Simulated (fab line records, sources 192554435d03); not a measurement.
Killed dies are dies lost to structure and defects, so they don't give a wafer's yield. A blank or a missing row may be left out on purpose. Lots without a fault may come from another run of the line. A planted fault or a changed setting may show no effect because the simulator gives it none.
Chamber matching | flow n5_finfet | N5_BEOL_M0_SAQP_ETCH_101 on rie_diel-02: 4 sister chambers
The step etches SiNx in CH3F/O2, target depth 29.9 nm, time 42.7 s. 20 wafers are shown with their chamber, then 10 later ones without.

WAFERS WITH THEIR CHAMBER
wafer  | chamber | showerhead_plenum_p_Torr (Torr) | throttle_valve_pct (%) | drypump_motor_current_A (A)
L076.1 | 3       | 1.91                            | 16.34                  | 5.32
L076.2 | 1       | 1.94                            | 16.26                  | 5.69
L076.4 | 2       | 2.02                            | 15.88                  | 5.84
L078.2 | 2       | 2.02                            | 15.87                  | 5.81
L078.3 | 1       | 1.94                            | 16.26                  | 5.63
L078.6 | 3       | 1.91                            | 16.34                  | 5.35
L081.3 | 0       | 2.05                            | 16.46                  | 5.10
L081.4 | 1       | 1.94                            | 16.25                  | 5.65
L081.5 | 2       | 2.02                            | 15.88                  | 5.86
L083.2 | 0       | 2.05                            | 16.46                  | 5.13
L083.4 | 2       | 2.02                            | 15.90                  | 5.82
L083.6 | 2       | 2.02                            | 15.89                  | 5.81
L087.1 | 2       | 2.02                            | 15.91                  | 5.83
L087.5 | 3       | 1.91                            | 16.35                  | 5.34
L087.6 | 2       | 2.02                            | 15.91                  | 5.83
L088.1 | 0       | 2.05                            | 16.47                  | 5.11
L088.4 | 1       | 1.93                            | 16.30                  | 5.64
L088.5 | 1       | 1.93                            | 16.28                  | 5.64
L091.1 | 1       | 1.93                            | 16.29                  | 5.67
L091.4 | 2       | 2.01                            | 15.92                  | 5.82

SIGNATURES (means of the wafers above)
reading                  | chamber 0 | chamber 1 | chamber 2 | chamber 3 | scatter within a chamber
showerhead_plenum_p_Torr | 2.0500    | 1.9350    | 2.0187    | 1.9100    | 0.00385
throttle_valve_pct       | 16.4633   | 16.2733   | 15.8950   | 16.3433   | 0.0163
drypump_motor_current_A  | 5.1133    | 5.6533    | 5.8275    | 5.3367    | 0.0184
Rule: a wafer's distance from a chamber is the root of the sum, over the readings, of the square of ((its reading less the chamber's mean) divided by the reading's scatter). The wafer belongs to the nearest chamber; if the next one is less than 2 further off, it can't be placed. The scatter: the root of (the sum of the squares of (reading less its chamber's mean) over the shown wafers, divided by (wafers less chambers)).

WAFERS WITHOUT THEIR CHAMBER
wafer  | showerhead_plenum_p_Torr (Torr) | throttle_valve_pct (%) | drypump_motor_current_A (A)
L091.5 | 1.93                            | 16.31                  | 5.68
L093.1 | 1.90                            | 16.39                  | 5.33
L093.4 | 1.93                            | 16.30                  | 5.65
L093.6 | 2.04                            | 16.49                  | 5.12
L094.1 | 2.04                            | 16.50                  | 5.09
L094.2 | 2.01                            | 15.91                  | 5.83
L094.6 | 2.04                            | 16.51                  | 5.09
L097.1 | 2.01                            | 15.95                  | 5.86
L097.2 | 1.90                            | 16.38                  | 5.34
L097.3 | 2.04                            | 15.98                  | 5.11

WHICH CHAMBER EACH WENT THROUGH
wafer  | from the rows above | in truth
L091.5 | 1                   | 1
L093.1 | 3                   | 3
L093.4 | 1                   | 1
L093.6 | 0                   | 0
L094.1 | 0                   | 0
L094.2 | 2                   | 2
L094.6 | 0                   | 0
L097.1 | 2                   | 2
L097.2 | 3                   | 3
L097.3 | 0                   | 0
Placed correctly: 10 of 10. Can't be placed from these rows: 0. Placed wrongly: 0.
